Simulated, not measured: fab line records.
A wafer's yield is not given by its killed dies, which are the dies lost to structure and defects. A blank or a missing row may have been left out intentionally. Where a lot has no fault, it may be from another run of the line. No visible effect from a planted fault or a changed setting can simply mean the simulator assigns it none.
fab line records ; flow nandHarc
record: lots: 7; wafers: 21; lastDay: 33
route steps=1302 shown A_DECK1_JOINT@533 A_ONON_D2@545 END@1302
lots that met no fault: from a run of the same line without faults
startH: start of the lot's first displayed wafer, in hours after the record's first day ; waitH: hours elapsed since this lot's preceding step ; " identical to the entry in the row above ; L1.1+2: one row covering several wafers at once ; - value missing, or start not given ; * or withheld: withheld ; < > ~ a bound
route shown NAME@n: NAME is a module with steps in the file, n the number in the route of the first one ; usual: mean/standard deviation taken from wafers without a fault ; same: alike in all rows ; chamber/n: place in a boat ; sites: readings site by site ; _std_site: their standard deviation ; _edge_site: the outer-site mean with the inner-site mean subtracted ; radiusMm: for every site, how far away it sits from the centre of the wafer ; mask NAME#n: copy n ; behind: the last tool/chamber to shape the wafer ; hold: why the lot was held/for how many hours/how that ended ; device: the transistor (n, p or np) that didn't switch ; end of line: the tests these same wafers got at the end of their route ; a step without rows: its recipe alone ; killed: dies that structure and defects cost at the first sort, which is not the same as the wafer's yield ; map: dies across one wafer; x = killed, . = not, _ = none there
set.NAME: the setting the step ran with; set.NAME@STEP: the setting that earlier step ran with ; model.NAME: the simulator's own value behind a step, which no gauge read
a table for each step, a row for each wafer; lots at some steps of the route
services: from which hour (startH, from the record's first day; less than 0 if before it) a tool's chamber was out of use, for how many hours, and why
== steps ==
step: NHARC_A_DECK1_JOINT_CVD_34
recipe: targetThkA: 200; tempC: 700; pressureMtorr: 300; material: SiNx
step: NHARC_A_DECK1_JOINT_DEP_06
recipe: targetThkA: 800; tempC: 65; material: SiOx
step: NHARC_A_DECK1_JOINT_CURE_26
recipe: tempC: 150; timeS: 32; pressureAtm: 0.395
step: NHARC_A_DECK1_JOINT_ANNEAL_27
recipe: tempC: 400; timeS: 3600; idleTempC: 300; rampUpCPerMin: 10; densificationPH2oTorr: 640
step: NHARC_A_DECK1_JOINT_ANNEAL_28
recipe: tempC: 500; timeS: 1800; idleTempC: 400; rampUpCPerMin: 10; densificationPH2oTorr: 640
step: NHARC_A_DECK1_JOINT_ANNEAL_29
recipe: tempC: 750; timeS: 1800; idleTempC: 500; rampUpCPerMin: 10; rampDownCPerMin: 3
step: NHARC_A_DECK1_JOINT_CMP_02
recipe: material: SiOx
usual: edgeZonePressureFrac: 1.001/0.0049; motorCurrentA: 12.7/0.81
lot.wafer;tool;chamber;startH;waitH;edgeZonePressureFrac;motorCurrentA
L502.1;cmp-02;0;310.80;0.4;1.004;12.4
L502.2;cmp-02;1;310.80;0.4;1.004;11.9
L502.5;cmp-02;0;310.80;0.4;0.995;12.7
L510.2;cmp-02;3;390.79;0.4;1.005;14.1
L510.1;cmp-02;0;390.79;0.4;0.997;12.0
L510.5;cmp-02;2;390.79;0.4;1.002;13.6
L511.2;cmp-03;1;397.40;0.4;1.002;12.8
L511.1;cmp-03;0;397.40;0.4;0.999;13.1
L511.5;cmp-03;2;397.40;0.4;1.007;12.0
L513.1;cmp-02;1;413.12;0.4;1.002;12.6
L513.2;cmp-02;2;413.12;0.4;1.000;14.2
L513.4;cmp-02;0;413.12;0.4;1.002;12.1
L519.1;cmp-04;1;475.52;0.4;0.991;12.2
L519.2;cmp-04;2;475.52;0.4;0.999;12.0
L519.3;cmp-04;3;475.52;0.4;1.009;12.7
L518.4;cmp-03;1;475.55;0.4;0.996;11.7
L518.2;cmp-03;2;475.55;0.4;1.012;12.5
L518.6;cmp-03;0;475.55;0.4;1.004;13.4
L520.3;cmp-03;3;498.76;0.4;1.004;12.0
L520.6;cmp-03;2;498.76;0.4;1.007;12.7
L520.5;cmp-03;3;498.76;0.4;0.996;12.2
step: NHARC_A_DECK1_JOINT_SRD_15
step: NHARC_A_DECK1_JOINT_DEP_16
recipe: targetThkA: 450; tempC: 400; pressureTorr: 6.5; rfW: 900; teosFlowSccm: 161.4; flowSccm: 2650; targetThkNm: 45; gas: O2; material: SiO2
usual: heaterPowerW: 554/87; throttleValvePct: 16.1/0.52
lot.wafer;tool;chamber;startH;waitH;heaterPowerW;sinceWetCleanH;throttleValvePct
L502.2;pecvd-02;0;311.19;0.1;595;71;15.9
L502.1;pecvd-02;1;311.19;0.1;421;71;16.1
L502.5;pecvd-02;0;311.19;0.1;608;-;15.9
L510.2;pecvd-02;2;391.16;0.1;490;151;16.0
L510.1;pecvd-02;1;391.16;0.1;501;151;16.0
L510.5;pecvd-02;1;391.16;0.1;505;-;15.8
L511.2;pecvd-04;0;397.96;0.2;501;116;16.7
L511.1;pecvd-04;2;397.96;0.2;680;116;16.4
L511.5;pecvd-04;1;397.96;0.2;687;-;15.3
L513.1;pecvd-04;0;413.51;0.1;503;131;16.9
L513.2;pecvd-04;1;413.51;0.1;696;131;15.2
L513.4;pecvd-04;0;413.51;0.1;499;-;16.8
L519.1;pecvd-02;1;475.91;0.1;479;54;16.5
L519.2;pecvd-02;2;475.91;0.1;397;55;16.0
L519.3;pecvd-02;0;475.91;0.1;549;55;16.1
L518.2;pecvd-04;0;475.97;0.1;466;13;15.8
L518.6;pecvd-04;1;475.97;0.1;692;-;15.2
L518.4;pecvd-04;2;475.97;0.1;580;-;16.4
L520.3;pecvd-02;0;499.18;0.1;621;78;16.1
L520.5;pecvd-02;1;499.18;0.1;525;-;16.3
L520.6;pecvd-02;0;499.18;0.1;608;-;15.9
step: NHARC_A_DECK1_JOINT_THK_MEAS_17
recipe: thkMeasGauge: ellipsometry
usual: thkNm: 45.4/1.1
lot.wafer;tool;chamber;startH;waitH;thkNm
L502.1;filmMetro-02;-;311.47;0.2;45.7
L502.2;filmMetro-02;-;311.47;0.2;45.0
L502.5;filmMetro-02;-;311.47;0.2;45.0
L510.1;filmMetro-01;-;391.44;0.2;44.8
L510.2;filmMetro-01;-;391.44;0.2;46.3
L510.5;filmMetro-01;-;391.44;0.2;45.0
L511.1;filmMetro-02;-;398.27;0.2;45.7
L511.2;filmMetro-02;-;398.27;0.2;45.5
L511.5;filmMetro-02;-;398.27;0.2;47.2
L513.1;filmMetro-02;-;413.79;0.3;46.0
L513.2;filmMetro-02;-;413.79;0.3;44.8
L513.4;filmMetro-02;-;413.79;0.3;46.8
L519.1;filmMetro-02;-;476.19;0.3;45.6
L519.2;filmMetro-02;-;476.19;0.3;44.1
L519.3;filmMetro-02;-;476.19;0.3;45.9
L518.2;filmMetro-01;-;476.19;0.2;46.1
L518.4;filmMetro-01;-;476.19;0.2;47.6
L518.6;filmMetro-01;-;476.19;0.2;47.3
L520.3;filmMetro-02;-;499.41;0.2;45.7
L520.5;filmMetro-02;-;499.41;0.2;46.6
L520.6;filmMetro-02;-;499.41;0.2;44.9
step: NHARC_A_DECK1_JOINT_INSPECT_05
usual: rawDefectCount: 331/140
lot.wafer;tool;chamber;startH;waitH;rawDefectCount
L502.1;defectInspect-02;-;311.50;0.0;431
L502.2;defectInspect-02;-;311.50;0.0;407
L502.5;defectInspect-02;-;311.50;0.0;319
L510.1;defectInspect-02;-;391.47;0.0;448
L510.2;defectInspect-02;-;391.47;0.0;225
L510.5;defectInspect-02;-;391.47;0.0;266
L511.1;defectInspect-02;-;398.30;0.0;297
L511.2;defectInspect-02;-;398.30;0.0;411
L511.5;defectInspect-02;-;398.30;0.0;462
L513.1;defectInspect-02;-;413.82;0.0;408
L513.2;defectInspect-02;-;413.82;0.0;272
L513.4;defectInspect-02;-;413.82;0.0;468
L519.1;defectInspect-01;-;476.22;0.0;244
L519.2;defectInspect-01;-;476.22;0.0;230
L519.3;defectInspect-01;-;476.22;0.0;308
L518.2;defectInspect-02;-;476.23;0.0;141
L518.4;defectInspect-02;-;476.23;0.0;207
L518.6;defectInspect-02;-;476.23;0.0;227
L520.3;defectInspect-01;-;499.44;0.0;319
L520.5;defectInspect-01;-;499.44;0.0;268
L520.6;defectInspect-01;-;499.44;0.0;241
step: NHARC_A_ONON_D2_DEP_00
recipe: targetThkA: 10000; n2FlowSccm: 2750; n2oFlowSccm: 2000; nh3FlowSccm: 500; sih4FlowSccm: 210; tempC: 400
lot.wafer;tool;chamber;startH;waitH
L502.1+2+5;pecvdOnon-04;0;311.57;0.1
L510.1+2+5;pecvdOnon-01;0;391.54;0.1
L511.1+2+5;pecvdOnon-01;0;398.37;0.1
L513.1+2+4;pecvdOnon-01;0;413.89;0.1
L519.1+2+3;pecvdOnon-04;0;476.29;0.1
L518.2+4+6;pecvdOnon-01;0;476.35;0.1
L520.3+5+6;pecvdOnon-01;0;499.62;0.2
step: NHARC_A_ONON_D2_THK_MEAS_02
recipe: thkMeasGauge: ellipsometry
usual: thkNm: 997/8.8
lot.wafer;tool;chamber;startH;waitH;thkNm
L502.1;filmMetro-01;-;312.07;-;1006
L502.2;filmMetro-01;-;312.07;-;1006
L502.5;filmMetro-01;-;312.07;-;1007
L510.1;filmMetro-02;-;392.06;-;1013
L510.2;filmMetro-02;-;392.06;-;1557
L510.5;filmMetro-02;-;392.06;-;1013
L511.1;filmMetro-02;-;398.88;-;997
L511.2;filmMetro-02;-;398.88;-;1538
L511.5;filmMetro-02;-;398.88;-;997
L513.1;filmMetro-02;-;414.40;-;998
L513.2;filmMetro-02;-;414.40;-;1541
L513.4;filmMetro-02;-;414.40;-;1538
L519.1;filmMetro-01;-;476.80;-;1005
L519.2;filmMetro-01;-;476.80;-;1004
L519.3;filmMetro-01;-;476.80;-;1006
L518.2;filmMetro-02;-;476.81;-;996
L518.4;filmMetro-02;-;476.81;-;994
L518.6;filmMetro-02;-;476.81;-;996
L520.3;filmMetro-01;-;500.02;-;995
L520.5;filmMetro-01;-;500.02;-;997
L520.6;filmMetro-01;-;500.02;-;995
step: NHARC_A_ONON_D2_DEP_03
recipe: targetThkA: 10000; n2FlowSccm: 2750; n2oFlowSccm: 2000; nh3FlowSccm: 500; sih4FlowSccm: 210; tempC: 400
step: NHARC_END_SORT_01
recipe: tempC: 25
usual: killedAtArray: 59/19; killedAtOther: 0.6/0.85; killedAtPeriphery: 3.8/2.5; killedDies: 64/19; killedOpen: 3.3/1.8; killedShort: 2.2/1.6
same: grossDies: 677
lot.wafer;tool;chamber;startH;waitH;killedAtArray;killedAtOther;killedAtPeriphery;killedDies;killedOpen;killedShort
L502.1;prober-01;0;605.91;2.5;77;0;0;77;3;5
L502.2;prober-01;0;606.71;2.8;82;0;2;84;4;1
L502.5;prober-01;0;609.08;3.7;80;0;4;84;5;0
L510.1;prober-01;0;689.45;2.5;45;1;0;46;3;1
L510.2;prober-01;0;690.25;2.8;675;0;2;677;2;3
L510.5;prober-01;0;692.66;3.7;53;0;3;56;2;2
L511.1;prober-02;0;699.31;4.9;108;1;2;111;4;2
L511.2;prober-02;0;700.12;5.2;674;2;1;677;6;1
L511.5;prober-02;0;702.54;6.1;86;1;5;92;2;5
L513.1;prober-01;0;700.29;2.5;78;1;3;82;1;4
L513.2;prober-01;0;701.09;2.8;674;0;3;677;4;0
L513.4;prober-01;0;702.70;3.4;675;1;1;677;4;1
L520.3;prober-02;0;774.35;3.1;54;3;3;60;2;2
L520.5;prober-02;0;775.93;3.7;47;3;4;54;2;2
L520.6;prober-02;0;776.72;4.0;62;1;11;74;5;6
killed by level:class
L502.1 A_SLIT:chamberFilmFlake=25 A_CHANNEL_HOLE_D1:chamberFilmFlake=24 A_STAIRCASE:chamberFilmFlake=8 A_CONTACT:chamberFilmFlake=7 A_CHANNEL_HOLE_D2:chamberFilmFlake=4 A_CHANNEL_FILL_D2:geometricParticle:short=2 A_DECK1_JOINT:geometricParticle:open=1 A_DECK1_JOINT:geometricParticle:short=1
L502.2 A_CHANNEL_HOLE_D1:chamberFilmFlake=36 A_SLIT:chamberFilmFlake=23 A_CHANNEL_HOLE_D2:chamberFilmFlake=10 A_STAIRCASE:chamberFilmFlake=4 A_CONTACT:chamberFilmFlake=4 P_CONTACT:geometricParticle:open=1 A_ONON_D1:geometricParticle:open=1 A_CHANNEL_HOLE_D1:geometricParticle:open=1
L502.5 A_CHANNEL_HOLE_D1:chamberFilmFlake=35 A_SLIT:chamberFilmFlake=25 A_CHANNEL_HOLE_D2:chamberFilmFlake=8 A_CONTACT:chamberFilmFlake=5 A_CHANNEL_HOLE_D1:geometricParticle:open=2 A_CHANNEL_FILL_D2:geometricParticle:open=2 P_GATE:chamberFilmFlake=2 A_CHANNEL_FILL_D1:geometricParticle:open=1
L510.1 A_SLIT:chamberFilmFlake=24 A_CONTACT:chamberFilmFlake=8 A_CHANNEL_HOLE_D1:chamberFilmFlake=6 A_CONTACT:geometricParticle:open=2 A_ZERO_WELL:chamberFilmFlake=2 A_ONON_D1:geometricParticle:open=1 A_ONON_D2:geometricParticle:short=1 A_WL_FILL:chamberFilmFlake=1
L510.2 A_ONON_D2:areaDep=616 A_SLIT:chamberFilmFlake=36 A_CONTACT:chamberFilmFlake=8 A_WL_FILL:chamberFilmFlake=4 A_CHANNEL_HOLE_D1:chamberFilmFlake=3 A_STAIRCASE:chamberFilmFlake=3 P_M0:geometricParticle:open=1 A_DECK1_JOINT:geometricParticle:short=1
L510.5 A_SLIT:chamberFilmFlake=30 A_CONTACT:chamberFilmFlake=7 A_CHANNEL_HOLE_D1:chamberFilmFlake=4 A_STAIRCASE:chamberFilmFlake=3 A_WL_FILL:chamberFilmFlake=2 A_CHANNEL_HOLE_D2:geometricParticle:short=1 A_CHANNEL_FILL_D2:geometricParticle:open=1 A_CHANNEL_FILL_D2:geometricParticle:short=1
L511.1 A_CHANNEL_HOLE_D1:chamberFilmFlake=37 A_SLIT:chamberFilmFlake=37 A_CHANNEL_HOLE_D2:chamberFilmFlake=13 A_CONTACT:chamberFilmFlake=10 A_BONDPAD:chamberFilmFlake=4 A_ONON_D2:geometricParticle:open=2 A_CHANNEL_FILL_D1:chamberFilmFlake=2 P_CONTACT:geometricParticle:open=1
L511.2 A_ONON_D2:areaDep=570 A_SLIT:chamberFilmFlake=38 A_CHANNEL_HOLE_D1:chamberFilmFlake=23 A_CHANNEL_HOLE_D2:chamberFilmFlake=16 A_CONTACT:chamberFilmFlake=14 A_STAIRCASE:chamberFilmFlake=4 A_BONDPAD:chamberFilmFlake=3 A_M0:geometricParticle:open=2
L513.1 A_CHANNEL_HOLE_D1:chamberFilmFlake=38 A_SLIT:chamberFilmFlake=29 A_CONTACT:chamberFilmFlake=3 P_GATE:chamberFilmFlake=2 A_CHANNEL_FILL_D1:chamberFilmFlake=2 A_CHANNEL_FILL_D1:geometricParticle:short=1 A_ONON_D2:geometricParticle:open=1 A_ONON_D2:geometricParticle:short=1
L513.2 A_ONON_D2:areaDep=609 A_SLIT:chamberFilmFlake=39 A_CHANNEL_HOLE_D1:chamberFilmFlake=21 A_CONTACT:chamberFilmFlake=2 P_STI:geometricParticle:open=1 P_GATE:geometricParticle:open=1 A_CHANNEL_FILL_D1:geometricParticle:open=1 A_CONTACT:geometricParticle:open=1
L511.5 A_CHANNEL_HOLE_D1:chamberFilmFlake=35 A_SLIT:chamberFilmFlake=26 A_CHANNEL_HOLE_D2:chamberFilmFlake=7 A_CONTACT:chamberFilmFlake=5 A_STAIRCASE:chamberFilmFlake=4 A_SGD_CUT:geometricParticle:short=2 A_WL_FILL:chamberFilmFlake=2 P_GATE:geometricParticle:open=1
L513.4 A_ONON_D2:areaDep=611 A_CHANNEL_HOLE_D1:chamberFilmFlake=30 A_SLIT:chamberFilmFlake=26 A_STAIRCASE:chamberFilmFlake=2 A_CONTACT:chamberFilmFlake=2 P_ZERO_WELL:geometricParticle:short=1 A_CHANNEL_FILL_D1:geometricParticle:open=1 A_ONON_D2:geometricParticle:open=1
L520.3 A_SLIT:chamberFilmFlake=35 A_CHANNEL_HOLE_D1:chamberFilmFlake=13 THIN_TSV:chamberFilmFlake=3 P_GATE:chamberFilmFlake=2 P_STI:geometricParticle:open=1 A_CHANNEL_FILL_D2:geometricParticle:open=1 A_CHANNEL_FILL_D2:geometricParticle:short=1 A_WL_FILL:geometricParticle:short=1
L520.5 A_SLIT:chamberFilmFlake=28 A_CHANNEL_HOLE_D1:chamberFilmFlake=9 A_CONTACT:chamberFilmFlake=3 THIN_TSV:chamberFilmFlake=3 P_GATE:chamberFilmFlake=2 A_STAIRCASE:chamberFilmFlake=2 P_CONTACT:geometricParticle:open=1 A_ONON_D1:geometricParticle:open=1
L520.6 A_SLIT:chamberFilmFlake=35 A_CHANNEL_HOLE_D1:chamberFilmFlake=14 P_STI:chamberFilmFlake=4 P_GATE:chamberFilmFlake=4 A_CHANNEL_FILL_D2:geometricParticle:open=3 A_ONON_D1:geometricParticle:short=2 A_WL_FILL:geometricParticle:short=2 A_STAIRCASE:chamberFilmFlake=2
map L510.2 (x killed, . not)
____________x____________
_________xxxxxxx_________
_______xxxxxxxxxxx_______
______xxxxxxxxxxxxx______
_____xxxxxxxxxxxxxxx_____
____xxxxxxxxxxxxxxxxx____
____xxxxxxxxxxxxxxxxx____
___xxxxxxxxxxxxxxxxxxx___
___xxxxxxxxxxxxxxxxxxx___
__xxxxxxxxxxxxxxxxxxxxx__
__xxxxxxxxxxxxxxxxxxxxx__
_xxxxxxxxxxxxxxxxxxxxxxx_
_xxxxxxxxxxxxxxxxxxxxxxx_
_xxxxxxxxxxxxxxxxxxxxxxx_
_xxxxxxxxxxxxxxxxxxxxxxx_
_xxxxxxxxxxxxxxxxxxxxxxx_
xxxxxxxxxxxxxxxxxxxxxxxxx
xxxxxxxxxxxxxxxxxxxxxxxxx
xxxxxxxxxxxxxxxxxxxxxxxxx
xxxxxxxxxxxxxxxxxxxxxxxxx
xxxxxxxxxxxxxxxxxxxxxxxxx
_xxxxxxxxxxxxxxxxxxxxxxx_
_xxxxxxxxxxxxxxxxxxxxxxx_
_xxxxxxxxxxxxxxxxxxxxxxx_
_xxxxxxxxxxxxxxxxxxxxxxx_
_xxxxxxxxxxxxxxxxxxxxxxx_
__xxxxxxxxxxxxxxxxxxxxx__
__xxxxxxxxxxxxxxxxxxxxx__
___xxxxxxxxxxxxxxxxxxx___
___xxxxxxxxxxxxxxxxxxx___
____xxxxxxxxxxxxxxxxx____
____xxxxxxxxxxxxxxxxx____
_____xxxxxxxxxxxxxxx_____
______xxxxxxxxxxxxx______
_______xxxxxxxxxxx_______
_________xxxxxxx_________
____________x____________
map L511.2 (x killed, . not)
____________x____________
_________xxxxxxx_________
_______xxxxxxxxxxx_______
______xxxxxxxxxxxxx______
_____xxxxxxxxxxxxxxx_____
____xxxxxxxxxxxxxxxxx____
____xxxxxxxxxxxxxxxxx____
___xxxxxxxxxxxxxxxxxxx___
___xxxxxxxxxxxxxxxxxxx___
__xxxxxxxxxxxxxxxxxxxxx__
__xxxxxxxxxxxxxxxxxxxxx__
_xxxxxxxxxxxxxxxxxxxxxxx_
_xxxxxxxxxxxxxxxxxxxxxxx_
_xxxxxxxxxxxxxxxxxxxxxxx_
_xxxxxxxxxxxxxxxxxxxxxxx_
_xxxxxxxxxxxxxxxxxxxxxxx_
xxxxxxxxxxxxxxxxxxxxxxxxx
xxxxxxxxxxxxxxxxxxxxxxxxx
xxxxxxxxxxxxxxxxxxxxxxxxx
xxxxxxxxxxxxxxxxxxxxxxxxx
xxxxxxxxxxxxxxxxxxxxxxxxx
_xxxxxxxxxxxxxxxxxxxxxxx_
_xxxxxxxxxxxxxxxxxxxxxxx_
_xxxxxxxxxxxxxxxxxxxxxxx_
_xxxxxxxxxxxxxxxxxxxxxxx_
_xxxxxxxxxxxxxxxxxxxxxxx_
__xxxxxxxxxxxxxxxxxxxxx__
__xxxxxxxxxxxxxxxxxxxxx__
___xxxxxxxxxxxxxxxxxxx___
___xxxxxxxxxxxxxxxxxxx___
____xxxxxxxxxxxxxxxxx____
____xxxxxxxxxxxxxxxxx____
_____xxxxxxxxxxxxxxx_____
______xxxxxxxxxxxxx______
_______xxxxxxxxxxx_______
_________xxxxxxx_________
____________x____________
== services ==
tool;chamber;startH;hours;kind
pecvd-02;-;287.93;1.0;repair
cmp-04;-;307.14;4.0;pm
pecvdOnon-04;-;311.91;13.0;pm
cmp-02;-;314.67;2.2;repair
cmp-04;-;314.97;0.3;repair
cmp-02;-;317.05;0.9;repair
cmp-03;-;320.87;6.5;repair
cmp-02;-;330.50;4.0;pm
cmp-04;-;355.34;1.2;repair
cmp-03;-;358.00;4.0;pm
pecvd-04;-;369.25;0.6;repair
pecvd-04;-;374.46;6.5;repair
pecvd-02;-;408.43;13.0;pm
cmp-02;-;421.99;2.3;repair
cmp-02;-;428.50;4.0;pm
cmp-02;-;432.57;0.8;repair
pecvdOnon-04;-;434.90;2.4;repair
pecvd-04;0;443.30;8.6;repair
cmp-03;-;445.43;0.9;repair
pecvdOnon-01;-;450.00;13.0;pm
pecvd-04;-;450.34;13.0;pm
cmp-03;-;456.00;4.0;pm
cmp-02;-;482.70;0.8;repair
pecvdOnon-04;-;492.91;13.0;pm
== key ==
firstSign: step: NHARC_A_ONON_D2_THK_MEAS_02; reading: thkNm; direction: up; sigmas: 62; usual: 997; struck: 1544
effect: step: NHARC_END_SORT_01; reading: killedDies; direction: up; sigmas: 33; usual: 64; struck: 677
moreKillsBornAt: NHARC_A_ONON_D2_DEP_00@pecvdOnon-01: 2406
metAt NHARC_A_ONON_D2_DEP_00
struckWafers L510.2,L511.2,L513.2,L513.4
laterRowsLeftOut L510.2,L511.2,L513.2,L513.4
testerLeftOut L510,L511,L513
fault: kind: processParameterDrift; tool: pecvdOnon-01; chamber: -; onsetH: 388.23; steps: NHARC_A_ONON_D2_DEP_00; channel: targetThkA; offset: *; shape: step; endH: 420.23; scope: struckWafersOnly; actsIn: *; stated: *
testerLeftOut: of these lots the tester's yield and bins aren't shown, on N5 and GAA mostly nor the transistor test; their killed dies are dies lost to structure and defects alone, not to doping, threshold or leakage, so they don't give the yield
laterRowsLeftOut: the simulator's readings of these wafers behind a module that went badly wrong aren't trusted and aren't shown, but for the sort
